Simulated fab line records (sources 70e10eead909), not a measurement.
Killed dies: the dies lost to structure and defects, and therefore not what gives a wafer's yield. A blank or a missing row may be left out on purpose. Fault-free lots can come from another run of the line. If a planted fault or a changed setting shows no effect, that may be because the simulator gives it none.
fab line records	flow nandHarc
record lots=6	wafers=18	lastDay=24
route steps=1159 shown A_SOURCE_PLATE@420 A_ONON_D1@424 A_CHANNEL_HOLE_D1@450 END@1159
lots untouched by any fault: they come from a run of this same line in which no faults occurred
startH: start of the lot's first displayed wafer, in hours after the record's first day	waitH: how many hours have passed since the lot's step before this one	" identical to the entry in the row above	L1.1+2: a row that stands for several wafers	- value missing, or start not given	* or withheld: withheld	< > ~ a bound
route shown NAME@n: NAME is a module with steps in the file, n the number in the route of the first one	usual: the fault-free wafers' mean and standard deviation	same: alike in all rows	chamber/n: place in a boat	sites: per-site readings	_std_site: standard deviation of those values	_edge_site: inner sites' mean taken away from outer sites' mean	radiusMm: how far each site lies from the wafer's centre	mask NAME#n: copy n	behind: the last tool/chamber to shape the wafer	hold: reason for holding the lot/hours on hold/outcome of the hold	device: names the non-switching transistor (n, p or np)	end of line: at the end of the route, the tests of the same wafers	where a step has no rows: the recipe by itself	killed: the dies lost at the first sort to structure and to defects; this is not the yield of the wafer	map: per-die view of a wafer (x killed, . not killed, _ where there is no die)
set.NAME: the setting as run; set.NAME@STEP: as run at that earlier step	model.NAME: the simulator's own value behind a step, which no gauge read
lots at some steps of the route; a table a step, a row a wafer
services: from which hour (startH, from the record's first day; less than 0 if before it) a tool's chamber was out of use, for how many hours, and why
## steps
# step NHARC_A_SOURCE_PLATE_THK_MEAS_06
# recipe thkMeasGauge=ellipsometry
# usual thkNm=200.2/1.8
lot.wafer	tool	chamber	startH	waitH	thkNm
L277.1	filmMetro-02	-	196.63	0.4	201.4
L277.2	"	-	"	"	202.6
L277.6	"	-	"	"	199.9
L278.1	filmMetro-01	-	196.63	0.4	198.3
L278.4	"	-	"	"	197.6
L278.5	"	-	"	"	198.2
L281.2	filmMetro-02	-	224.95	0.4	200.0
L281.4	"	-	"	"	199.7
L281.5	"	-	"	"	200.0
L284.1	filmMetro-02	-	247.60	0.4	198.2
L284.3	"	-	"	"	197.5
L284.4	"	-	"	"	195.2
L292.2	filmMetro-02	-	278.63	0.4	199.1
L292.3	"	-	"	"	199.9
L292.6	"	-	"	"	198.4
L293.1	filmMetro-02	-	284.47	0.4	199.5
L293.3	"	-	"	"	198.8
L293.5	"	-	"	"	199.2
# step NHARC_A_SOURCE_PLATE_INSPECT_08
# usual rawDefectCount=66/30
lot.wafer	tool	chamber	startH	waitH	rawDefectCount
L277.1	defectInspect-02	-	196.69	0.0	151
L277.2	"	-	"	"	65
L277.6	"	-	"	"	72
L278.1	defectInspect-02	-	196.70	0.0	57
L278.4	"	-	"	"	119
L278.5	"	-	"	"	60
L281.2	defectInspect-02	-	225.02	0.0	47
L281.4	"	-	"	"	96
L281.5	"	-	"	"	72
L284.1	defectInspect-02	-	247.67	0.0	73
L284.3	"	-	"	"	39
L284.4	"	-	"	"	53
L292.2	defectInspect-02	-	278.70	0.0	140
L292.3	"	-	"	"	64
L292.6	"	-	"	"	84
L293.1	defectInspect-02	-	284.56	0.0	43
L293.3	"	-	"	"	51
L293.5	"	-	"	"	56
# step NHARC_A_ONON_D1_DEP_00
# recipe targetThkA=10000	n2FlowSccm=2750	n2oFlowSccm=2000	nh3FlowSccm=500	sih4FlowSccm=210	tempC=400
# step NHARC_A_ONON_D1_THK_MEAS_02
# recipe thkMeasGauge=ellipsometry
# usual thkNm=998/9.8
lot.wafer	tool	chamber	startH	waitH	thkNm
L277.1	filmMetro-01	-	197.27	-	977
L277.2	"	-	"	"	977
L277.6	"	-	"	"	981
L278.1	filmMetro-02	-	197.62	-	1004
L278.4	"	-	"	"	1004
L278.5	"	-	"	"	1004
L281.2	filmMetro-02	-	225.59	-	997
L281.4	"	-	"	"	995
L281.5	"	-	"	"	997
L284.1	filmMetro-01	-	248.24	-	997
L284.3	"	-	"	"	995
L284.4	"	-	"	"	997
L292.2	filmMetro-01	-	279.27	-	1009
L292.3	"	-	"	"	1008
L292.6	"	-	"	"	1010
L293.1	filmMetro-01	-	285.14	-	995
L293.3	"	-	"	"	995
L293.5	"	-	"	"	996
# step NHARC_A_ONON_D1_DEP_03
# recipe targetThkA=10000	n2FlowSccm=2750	n2oFlowSccm=2000	nh3FlowSccm=500	sih4FlowSccm=210	tempC=400
# step NHARC_A_ONON_D1_THK_MEAS_05
# recipe thkMeasGauge=ellipsometry
# usual thkNm=1000/11
lot.wafer	tool	chamber	startH	waitH	thkNm
L277.1	filmMetro-01	-	197.97	-	998
L277.2	"	-	"	"	998
L277.6	"	-	"	"	996
L278.1	filmMetro-02	-	198.19	-	1020
L278.4	"	-	"	"	1018
L278.5	"	-	"	"	1019
L281.2	filmMetro-02	-	226.16	-	998
L281.4	"	-	"	"	998
L281.5	"	-	"	"	998
L284.1	filmMetro-02	-	248.80	-	984
L284.3	"	-	"	"	985
L284.4	"	-	"	"	982
L292.2	filmMetro-01	-	279.83	-	1004
L292.3	"	-	"	"	1002
L292.6	"	-	"	"	1004
L293.1	filmMetro-02	-	285.70	-	1006
L293.3	"	-	"	"	1008
L293.5	"	-	"	"	1008
# step NHARC_A_ONON_D1_DEP_06
# recipe targetThkA=10000	n2FlowSccm=2750	n2oFlowSccm=2000	nh3FlowSccm=500	sih4FlowSccm=210	tempC=400
# step NHARC_A_ONON_D1_THK_MEAS_08
# recipe thkMeasGauge=ellipsometry
# usual thkNm=1001/8.5
lot.wafer	tool	chamber	startH	waitH	thkNm
L277.1	filmMetro-01	-	198.54	-	995
L277.2	"	-	"	"	995
L277.6	"	-	"	"	997
L278.1	filmMetro-02	-	198.75	-	1006
L278.4	"	-	"	"	1006
L278.5	"	-	"	"	1008
L281.2	filmMetro-02	-	226.72	-	999
L281.4	"	-	"	"	999
L281.5	"	-	"	"	1000
L284.1	filmMetro-01	-	249.38	-	992
L284.3	"	-	"	"	991
L284.4	"	-	"	"	991
L292.2	filmMetro-01	-	280.41	-	1001
L292.3	"	-	"	"	998
L292.6	"	-	"	"	998
L293.1	filmMetro-02	-	286.26	-	998
L293.3	"	-	"	"	999
L293.5	"	-	"	"	999
# step NHARC_A_ONON_D1_DEP_09
# recipe targetThkA=10000	n2FlowSccm=2750	n2oFlowSccm=2000	nh3FlowSccm=500	sih4FlowSccm=210	tempC=400
# step NHARC_A_ONON_D1_THK_MEAS_11
# recipe thkMeasGauge=ellipsometry
# usual thkNm=1000/9.4
lot.wafer	tool	chamber	startH	waitH	thkNm
L277.1	filmMetro-02	-	199.11	-	1001
L277.2	"	-	"	"	1000
L277.6	"	-	"	"	1003
L278.1	filmMetro-01	-	199.32	-	998
L278.4	"	-	"	"	998
L278.5	"	-	"	"	999
L281.2	filmMetro-01	-	227.28	-	995
L281.4	"	-	"	"	994
L281.5	"	-	"	"	995
L284.1	filmMetro-02	-	249.95	-	1015
L284.3	"	-	"	"	1014
L284.4	"	-	"	"	1015
L292.2	filmMetro-02	-	280.98	-	1017
L292.3	"	-	"	"	1017
L292.6	"	-	"	"	1017
L293.1	filmMetro-01	-	286.82	-	998
L293.3	"	-	"	"	998
L293.5	"	-	"	"	999
# step NHARC_A_ONON_D1_DEP_12
# recipe targetThkA=10000	n2FlowSccm=2750	n2oFlowSccm=2000	nh3FlowSccm=500	sih4FlowSccm=210	tempC=400
# usual susceptorTempC=400.02/0.23
lot.wafer	tool	chamber	startH	waitH	susceptorTempC
L277.1	pecvdOnon-04	0	199.16	0.1	400.10
L277.2	"	0	"	"	400.30
L277.6	"	0	"	"	400.26
L278.1	pecvdOnon-03	0	199.37	0.1	400.15
L278.4	"	0	"	"	400.80
L278.5	"	0	"	"	400.29
L281.2	pecvdOnon-03	0	227.40	0.1	399.66
L281.4	"	0	"	"	400.01
L281.5	"	0	"	"	400.28
L284.1	pecvdOnon-01	0	250.00	0.1	399.94
L284.3	"	0	"	"	400.02
L284.4	"	0	"	"	400.11
L292.2	pecvdOnon-03	0	281.09	0.1	400.14
L292.3	"	0	"	"	400.04
L292.6	"	0	"	"	400.17
L293.1	pecvdOnon-03	0	286.88	0.1	399.92
L293.3	"	0	"	"	400.19
L293.5	"	0	"	"	400.01
# step NHARC_A_ONON_D1_THK_MEAS_14
# recipe thkMeasGauge=ellipsometry
# usual thkNm=1000/8.8
lot.wafer	tool	chamber	startH	waitH	thkNm
L277.1	filmMetro-02	-	199.67	-	997
L277.2	"	-	"	"	995
L277.6	"	-	"	"	997
L278.1	filmMetro-01	-	199.88	-	983
L278.4	"	-	"	"	985
L278.5	"	-	"	"	982
L281.2	filmMetro-01	-	227.85	-	1006
L281.4	"	-	"	"	1006
L281.5	"	-	"	"	1009
L284.1	filmMetro-01	-	250.51	-	1001
L284.3	"	-	"	"	999
L284.4	"	-	"	"	1003
L292.2	filmMetro-02	-	281.54	-	994
L292.3	"	-	"	"	993
L292.6	"	-	"	"	993
L293.1	filmMetro-01	-	287.39	-	1015
L293.3	"	-	"	"	1013
L293.5	"	-	"	"	1013
# step NHARC_A_ONON_D1_ANNEAL_15
# recipe tempC=750	timeS=3600
# step NHARC_A_ONON_D1_DEP_16
# recipe targetThkA=10000	n2FlowSccm=2750	n2oFlowSccm=2000	nh3FlowSccm=500	sih4FlowSccm=210	tempC=400
# step NHARC_A_ONON_D1_THK_MEAS_18
# recipe thkMeasGauge=ellipsometry
# usual thkNm=1003/11
lot.wafer	tool	chamber	startH	waitH	thkNm
L277.1	filmMetro-01	-	206.62	-	993
L277.2	"	-	"	"	993
L277.6	"	-	"	"	992
L278.1	filmMetro-02	-	206.64	-	1005
L278.4	"	-	"	"	1002
L278.5	"	-	"	"	1003
L281.2	filmMetro-01	-	234.93	-	1009
L281.4	"	-	"	"	1010
L281.5	"	-	"	"	1011
L284.1	filmMetro-01	-	259.18	-	1013
L284.3	"	-	"	"	1012
L284.4	"	-	"	"	1012
L292.2	filmMetro-01	-	288.75	-	1008
L292.3	"	-	"	"	1004
L292.6	"	-	"	"	1005
L293.1	filmMetro-02	-	294.46	-	982
L293.3	"	-	"	"	981
L293.5	"	-	"	"	979
# step NHARC_A_ONON_D1_DEP_19
# recipe targetThkA=10000	n2FlowSccm=2750	n2oFlowSccm=2000	nh3FlowSccm=500	sih4FlowSccm=210	tempC=400
# step NHARC_A_ONON_D1_THK_MEAS_21
# recipe thkMeasGauge=ellipsometry
# usual thkNm=1004/7.2
lot.wafer	tool	chamber	startH	waitH	thkNm
L277.1	filmMetro-02	-	207.18	-	1014
L277.2	"	-	"	"	1014
L277.6	"	-	"	"	1014
L278.1	filmMetro-01	-	207.32	-	1000
L278.4	"	-	"	"	1001
L278.5	"	-	"	"	1000
L281.2	filmMetro-01	-	235.50	-	1012
L281.4	"	-	"	"	1012
L281.5	"	-	"	"	1012
L284.1	filmMetro-02	-	259.74	-	989
L284.3	"	-	"	"	990
L284.4	"	-	"	"	991
L292.2	filmMetro-02	-	289.31	-	999
L292.3	"	-	"	"	999
L292.6	"	-	"	"	999
L293.1	filmMetro-02	-	295.02	-	998
L293.3	"	-	"	"	1002
L293.5	"	-	"	"	1002
# step NHARC_A_ONON_D1_DEP_22
# recipe targetThkA=10000	n2FlowSccm=2750	n2oFlowSccm=2000	nh3FlowSccm=500	sih4FlowSccm=210	tempC=400
# step NHARC_A_ONON_D1_THK_MEAS_24
# recipe thkMeasGauge=ellipsometry
# usual thkNm=1000/6.2
lot.wafer	tool	chamber	startH	waitH	thkNm
L277.1	filmMetro-01	-	207.75	-	1001
L277.2	"	-	"	"	1000
L277.6	"	-	"	"	1000
L278.1	filmMetro-01	-	207.89	-	1001
L278.4	"	-	"	"	1000
L278.5	"	-	"	"	1000
L281.2	filmMetro-01	-	236.07	-	997
L281.4	"	-	"	"	997
L281.5	"	-	"	"	999
L284.1	filmMetro-02	-	260.31	-	1002
L284.3	"	-	"	"	1002
L284.4	"	-	"	"	1002
L292.2	filmMetro-01	-	289.88	-	1010
L292.3	"	-	"	"	1010
L292.6	"	-	"	"	1011
L293.1	filmMetro-02	-	295.58	-	990
L293.3	"	-	"	"	991
L293.5	"	-	"	"	992
# step NHARC_A_ONON_D1_DEP_25
# recipe targetThkA=10000	n2FlowSccm=2750	n2oFlowSccm=2000	nh3FlowSccm=500	sih4FlowSccm=210	tempC=400
# step NHARC_A_ONON_D1_THK_MEAS_27
# recipe thkMeasGauge=ellipsometry
# usual thkNm=999/9.7
lot.wafer	tool	chamber	startH	waitH	thkNm
L277.1	filmMetro-02	-	208.31	-	994
L277.2	"	-	"	"	995
L277.6	"	-	"	"	996
L278.1	filmMetro-02	-	208.46	-	1000
L278.4	"	-	"	"	999
L278.5	"	-	"	"	1000
L281.2	filmMetro-01	-	236.64	-	991
L281.4	"	-	"	"	991
L281.5	"	-	"	"	992
L284.1	filmMetro-02	-	260.88	-	985
L284.3	"	-	"	"	985
L284.4	"	-	"	"	986
L292.2	filmMetro-01	-	290.44	-	1011
L292.3	"	-	"	"	1011
L292.6	"	-	"	"	1010
L293.1	filmMetro-01	-	296.18	-	1005
L293.3	"	-	"	"	1003
L293.5	"	-	"	"	1004
# step NHARC_A_ONON_D1_DEP_28
# recipe targetThkA=10000	n2FlowSccm=2750	n2oFlowSccm=2000	nh3FlowSccm=500	sih4FlowSccm=210	tempC=400
# step NHARC_A_ONON_D1_THK_MEAS_30
# recipe thkMeasGauge=ellipsometry
# usual thkNm=997/10
lot.wafer	tool	chamber	startH	waitH	thkNm
L277.1	filmMetro-02	-	208.88	-	1009
L277.2	"	-	"	"	1011
L277.6	"	-	"	"	1009
L278.1	filmMetro-01	-	209.02	-	998
L278.4	"	-	"	"	996
L278.5	"	-	"	"	997
L281.2	filmMetro-02	-	237.21	-	1014
L281.4	"	-	"	"	1015
L281.5	"	-	"	"	1016
L284.1	filmMetro-02	-	261.44	-	1015
L284.3	"	-	"	"	1018
L284.4	"	-	"	"	1016
L292.2	filmMetro-02	-	291.01	-	1005
L292.3	"	-	"	"	1004
L292.6	"	-	"	"	1004
L293.1	filmMetro-01	-	296.75	-	993
L293.3	"	-	"	"	992
L293.5	"	-	"	"	989
# step NHARC_A_ONON_D1_DEP_33
# recipe targetThkA=2000	tempC=400	pressureTorr=6.5	rfW=900	teosFlowSccm=161.4	flowSccm=2650	targetThkNm=200	gas=O2	material=SiO2
# usual heaterPowerOuterW=315/51	heaterPowerW=568/66	susceptorTempC=400.01/0.22	throttleValvePct=16.0/0.53
lot.wafer	tool	chamber	startH	waitH	heaterPowerOuterW	heaterPowerW	susceptorTempC	throttleValvePct
L277.1	pecvd-01	1	208.94	0.1	326	569	400.17	16.5
L277.2	"	0	"	"	253	536	400.37	15.7
L277.6	"	0	"	"	263	553	399.71	15.7
L278.1	pecvd-02	2	209.17	0.1	348	646	400.01	16.0
L278.4	"	1	"	"	280	525	400.17	15.7
L278.5	"	2	"	"	359	661	400.17	15.9
L281.2	pecvd-03	2	237.31	0.1	367	560	400.09	16.0
L281.5	"	2	"	"	370	585	400.12	16.2
L281.4	"	0	"	"	414	653	400.17	15.9
L284.1	pecvd-01	0	261.55	0.1	282	580	400.27	15.5
L284.3	"	1	"	"	245	465	399.76	16.9
L284.4	"	0	"	"	293	592	400.45	15.3
L292.2	pecvd-02	2	291.07	0.1	375	654	399.76	15.9
L292.3	"	0	"	"	315	552	400.16	16.9
L292.6	"	1	"	"	285	516	400.21	15.5
L293.1	pecvd-01	1	296.85	0.1	249	481	400.20	16.8
L293.3	"	2	"	"	321	609	400.16	15.2
L293.5	"	2	"	"	331	612	400.11	15.3
# step NHARC_A_ONON_D1_THK_MEAS_34
# recipe thkMeasGauge=ellipsometry
# usual thkNm=199.9/2.7
lot.wafer	tool	chamber	startH	waitH	thkNm
L277.1	filmMetro-02	-	209.35	-	198.3
L277.2	"	-	"	"	197.7
L277.6	"	-	"	"	198.7
L278.1	filmMetro-01	-	209.49	-	198.3
L278.4	"	-	"	"	201.0
L278.5	"	-	"	"	201.0
L281.2	filmMetro-01	-	237.68	-	200.9
L281.4	"	-	"	"	203.1
L281.5	"	-	"	"	200.8
L284.1	filmMetro-01	-	261.91	-	200.9
L284.3	"	-	"	"	200.8
L284.4	"	-	"	"	203.2
L292.2	filmMetro-01	-	291.48	-	196.2
L292.3	"	-	"	"	200.1
L292.6	"	-	"	"	203.9
L293.1	filmMetro-01	-	297.22	-	201.0
L293.3	"	-	"	"	200.8
L293.5	"	-	"	"	203.5
# step NHARC_A_CHANNEL_HOLE_D1_DEP_00
# recipe targetThkA=31000	tempC=400	material=aC
# usual susceptorTempC=399.95/0.22	throttleValvePct=35.001/0.0094
lot.wafer	tool	chamber	startH	waitH	susceptorTempC	throttleValvePct
L277.1	aclDep-01	0	209.96	0.5	-	35.003
L277.2	"	0	"	"	-	34.984
L277.6	"	0	211.53	2.1	-	35.002
L278.1	aclDep-03	0	211.17	1.6	399.91	35.012
L278.4	"	0	"	"	399.98	35.000
L278.5	"	0	"	"	400.13	35.001
L281.2	aclDep-03	0	238.14	0.4	400.26	34.990
L281.4	"	0	"	"	400.02	34.995
L281.5	"	0	"	"	400.20	34.989
L284.1	aclDep-02	0	262.32	0.3	400.12	35.013
L284.3	"	0	"	"	400.47	35.001
L284.4	"	0	"	"	399.96	35.007
L292.2	aclDep-03	0	292.19	0.6	399.86	34.991
L292.3	"	0	"	"	399.93	34.998
L292.6	"	0	"	"	400.26	35.003
L293.1	aclDep-02	0	298.50	1.2	-	35.014
L293.3	"	0	"	"	-	34.991
L293.5	"	0	"	"	-	34.992
# step NHARC_A_CHANNEL_HOLE_D1_DEP_01
# recipe targetThkA=1400	targetThkNm=140	tempC=400	pressureTorr=3.5	flowSccm=200	rfW=350	material=SiON
# usual heaterPowerOuterW=433/56	heaterPowerW=732/84	susceptorTempC=399.98/0.22
lot.wafer	tool	chamber	startH	waitH	heaterPowerOuterW	heaterPowerW	susceptorTempC
L277.1	pecvd-02	0	211.87	1.6	416	685	399.84
L277.2	"	2	"	"	451	749	400.47
L277.6	"	0	"	"	429	713	400.52
L278.1	pecvd-01	0	213.14	1.7	452	793	400.19
L278.5	"	1	"	"	448	723	400.14
L278.4	"	0	"	"	475	764	400.05
L281.2	pecvd-02	2	239.78	1.3	445	791	399.58
L281.5	"	2	"	"	468	772	399.56
L281.4	"	0	"	"	400	662	400.10
L284.3	pecvd-04	0	264.31	1.0	379	638	399.62
L284.1	"	1	"	"	370	630	400.29
L284.4	"	1	"	"	375	629	400.12
L292.2	pecvd-01	2	293.86	1.4	506	862	399.87
L292.3	"	0	"	"	408	740	399.95
L292.6	"	1	"	"	404	693	400.02
L293.3	pecvd-02	1	300.44	1.0	465	764	400.10
L293.1	"	2	"	"	451	778	399.99
L293.5	"	1	"	"	474	748	400.12
# step NHARC_A_CHANNEL_HOLE_D1_DEHYDRATE_02
# recipe tempC=150	timeS=120
# step NHARC_A_CHANNEL_HOLE_D1_HMDS_03
# recipe timeS=30
# step NHARC_A_CHANNEL_HOLE_D1_COAT_36
# recipe tempC=260	timeS=75
# step NHARC_A_CHANNEL_HOLE_D1_COAT_37
# recipe tempC=225	timeS=65
# step NHARC_A_CHANNEL_HOLE_D1_COAT_04
# recipe spinRpm=1500	resistThkNm=90
# step NHARC_A_CHANNEL_HOLE_D1_SOFTBAKE_05
# recipe tempC=105	timeS=55
# step NHARC_A_CHANNEL_HOLE_D1_EBR_06
# step NHARC_A_CHANNEL_HOLE_D1_EXPOSE_07
# recipe na=1.35	targetCdNm=100	sigmaOuter=0.3	doseMj=59.65	maskId=HOLE_D1
# step NHARC_A_CHANNEL_HOLE_D1_PEB_08
# recipe pebTempC=100	pebTimeS=65
# step NHARC_A_CHANNEL_HOLE_D1_DEVELOP_09
# recipe developTimeS=35	devTempC=23
# step NHARC_END_SORT_01
# recipe tempC=25
# usual killedAtArray=27/11	killedAtOther=0.8/1.4	killedAtPeriphery=3.3/2	killedDies=31/11	killedOpen=3.4/1.8	killedShort=2.1/1.3
# same grossDies=677
lot.wafer	tool	chamber	startH	waitH	killedAtArray	killedAtOther	killedAtPeriphery	killedDies	killedOpen	killedShort
L281.2	prober-02	0	505.43	2.8	24	2	5	31	1	3
L281.4	prober-02	0	507.02	3.4	26	0	6	32	6	2
L281.5	prober-02	0	507.82	3.7	26	0	5	31	2	2
L293.1	prober-01	0	568.03	2.5	127	0	4	131	6	3
L293.3	prober-01	0	569.64	3.1	124	0	2	126	3	2
L293.5	prober-01	0	571.25	3.7	129	1	2	132	2	2
L292.2	prober-02	0	568.81	2.8	117	0	1	118	5	2
L292.3	prober-02	0	569.62	3.1	118	0	4	122	7	0
L292.6	prober-02	0	572.06	4.1	121	0	1	122	2	2
# killed by level:class
L281.2 A_SLIT:chamberFilmFlake=13 P_BONDPAD:chamberFilmFlake=3 A_CHANNEL_HOLE_D1:chamberFilmFlake=2 A_STAIRCASE:chamberFilmFlake=2 A_SGD_CUT:chamberFilmFlake=2 A_WL_FILL:chamberFilmFlake=2 THIN_TSV:chamberFilmFlake=2 P_M0:geometricParticle:open=1
L281.4 A_SLIT:chamberFilmFlake=7 A_CONTACT:geometricParticle:open=4 A_STAIRCASE:chamberFilmFlake=4 A_CONTACT:chamberFilmFlake=4 P_BONDPAD:chamberFilmFlake=3 P_ZERO_WELL:chamberFilmFlake=2 A_SGD_CUT:chamberFilmFlake=2 P_M1:geometricParticle:open=1
L281.5 A_SLIT:chamberFilmFlake=8 A_CONTACT:chamberFilmFlake=6 A_SGD_CUT:chamberFilmFlake=4 A_STAIRCASE:chamberFilmFlake=3 P_ZERO_WELL:chamberFilmFlake=2 P_M2:geometricParticle:open=1 A_CHANNEL_FILL_D1:geometricParticle:open=1 A_CONTACT:geometricParticle:short=1
L293.1 A_ONON_D1:unspecified=80 A_SLIT:chamberFilmFlake=19 A_CHANNEL_HOLE_D1:chamberFilmFlake=15 A_CONTACT:chamberFilmFlake=3 A_CHANNEL_FILL_D1:geometricParticle:open=2 A_STAIRCASE:chamberFilmFlake=2 P_GATE:geometricParticle:short=1 P_M0:geometricParticle:open=1
L292.2 A_ONON_D1:unspecified=84 A_SLIT:chamberFilmFlake=9 A_CHANNEL_HOLE_D1:chamberFilmFlake=6 A_STAIRCASE:chamberFilmFlake=6 A_CONTACT:chamberFilmFlake=6 A_WL_FILL:geometricParticle:open=2 P_GATE:geometricParticle:open=1 A_SOURCE_PLATE:geometricParticle:short=1
L292.3 A_ONON_D1:unspecified=86 A_SLIT:chamberFilmFlake=18 A_STAIRCASE:chamberFilmFlake=3 A_CONTACT:chamberFilmFlake=3 P_M1:geometricParticle:open=2 A_BLC:geometricParticle:open=2 P_GATE:chamberFilmFlake=2 A_SGD_CUT:geometricParticle:open=1
L293.3 A_ONON_D1:unspecified=81 A_CHANNEL_HOLE_D1:chamberFilmFlake=16 A_SLIT:chamberFilmFlake=15 A_M1:chamberFilmFlake=5 A_CHANNEL_FILL_D1:geometricParticle:open=2 P_CONTACT:chamberFilmFlake=2 A_CHANNEL_FILL_D1:geometricParticle:short=1 A_WL_FILL:geometricParticle:open=1
L293.5 A_ONON_D1:unspecified=79 A_CHANNEL_HOLE_D1:chamberFilmFlake=27 A_SLIT:chamberFilmFlake=12 A_CONTACT:chamberFilmFlake=6 P_CONTACT:geometricParticle:short=1 A_CHANNEL_FILL_D1:geometricParticle:short=1 A_CHANNEL_FILL_D1:geometricParticle:open=1 A_CONTACT:geometricParticle:open=1
L292.6 A_ONON_D1:unspecified=87 A_SLIT:chamberFilmFlake=13 A_CHANNEL_HOLE_D1:chamberFilmFlake=8 A_STAIRCASE:chamberFilmFlake=5 A_CONTACT:chamberFilmFlake=3 A_SOURCE_PLATE:geometricParticle:short=1 A_WL_FILL:geometricParticle:short=1 A_CONTACT:geometricParticle:open=1
# map L292.3 (x killed, . not)
____________.____________
_________......._________
_______..........._______
______.............______
_____..............._____
____.................____
____.................____
___.x..x..............___
___x..xx..............___
__...x.x...............__
__xxxx..........x......__
_.xx...................._
_...x.x................._
_.x.x..................x_
_...xxx..........x.xxx.._
_................x....xx_
...................xxxx..
..............x..xxxxxxxx
.............x..xxxxxxxxx
.x...............xxxxxxxx
..x..............xxxxxxxx
_................xxxxxxx_
_...............xxxxxxxx_
_................xxxxxxx_
_................xxxxxxx_
_........x......x.xxxxxx_
__...............x..xxx__
__...x...........x.xxx.__
___......x...........x___
___...............x...___
____.................____
____............x...x____
_____.............x._____
______.............______
_______..........._______
_________......._________
____________.____________
# map L293.5 (x killed, . not)
____________.____________
_________......._________
_______..........._______
______.............______
_____..............._____
____.................____
____.................____
___...................___
___xxxxx..............___
__xxx..................__
__...x.................__
_.x..x.................._
_..x...................._
_..................x...._
_.....x..x..........x..._
_..................xx.x._
.........x.x......x.xxx..
.........x..x....xxxxxxx.
.......xx...x....xxxxxxx.
x.....x.xx.......xxxxxxxx
.........x.x.....xxxxxxxx
_......xxxxx..x..xxxxxxx_
_......x.xxx....xxxxxxxx_
_......x.x.x.....xxxxxxx_
_.......xx......xxxxxxx._
_............x..xxxxxxxx_
__.......x.........xxxx__
__...........x..x.x.x..__
___........x.x........___
___..........x........___
____.................____
____...........x.....____
_____..............._____
______.............______
_______..........._______
_________......._________
____________.____________
## services
tool	chamber	startH	hours	kind
pecvd-03	0	183.31	11.8	repair
pecvdOnon-01	-	195.00	13.0	pm
pecvd-04	-	195.13	13.0	pm
pecvd-04	0	195.13	13.0	ventCycle
pecvd-04	1	195.13	13.0	ventCycle
pecvd-04	2	195.13	13.0	ventCycle
pecvd-04	0	208.13	-	clean
pecvd-04	-	218.13	2.0	repair
pecvd-03	2	223.25	12.0	repair
aclDep-03	-	223.91	13.0	pm
pecvd-01	-	226.58	0.4	repair
pecvd-01	-	237.00	13.0	pm
pecvd-01	0	237.00	13.0	ventCycle
pecvd-01	1	237.00	13.0	ventCycle
pecvd-01	2	237.00	13.0	ventCycle
pecvdOnon-04	-	237.16	13.0	pm
pecvd-01	0	250.00	-	clean
pecvd-01	1	250.00	-	clean
pecvd-01	2	250.00	-	clean
pecvd-02	2	250.50	6.7	repair
pecvd-01	-	268.94	0.7	repair
pecvd-04	2	284.55	7.7	repair
pecvd-03	-	292.01	13.0	pm
aclDep-01	-	294.10	13.0	pm
## key
firstSign step=NHARC_END_SORT_01	reading=killedAtArray	direction=up	sigmas=8.9	usual=27	struck=123
effect step=NHARC_END_SORT_01	reading=killedDies	direction=up	sigmas=8.8	usual=31	struck=125
moreKillsBornAt NHARC_A_ONON_D1_DEP_12@pecvdOnon-03=497
metAt NHARC_A_ONON_D1_DEP_12
struckWafers L292.2,L292.3,L292.6,L293.1,L293.3,L293.5
testerLeftOut L292,L293
onsetBetween 227.40 281.09
alsoFits time
fault kind=chamberParticleSource	tool=pecvdOnon-03	chamber=-	onsetH=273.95	steps=NHARC_A_ONON_D1_DEP_12	ratePerVisitCm2=0.99957	endH=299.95
# testerLeftOut: of these lots the tester's yield and bins aren't shown, on N5 and GAA mostly nor the transistor test; their killed dies are dies lost to structure and defects alone, not to doping, threshold or leakage, so they don't give the yield
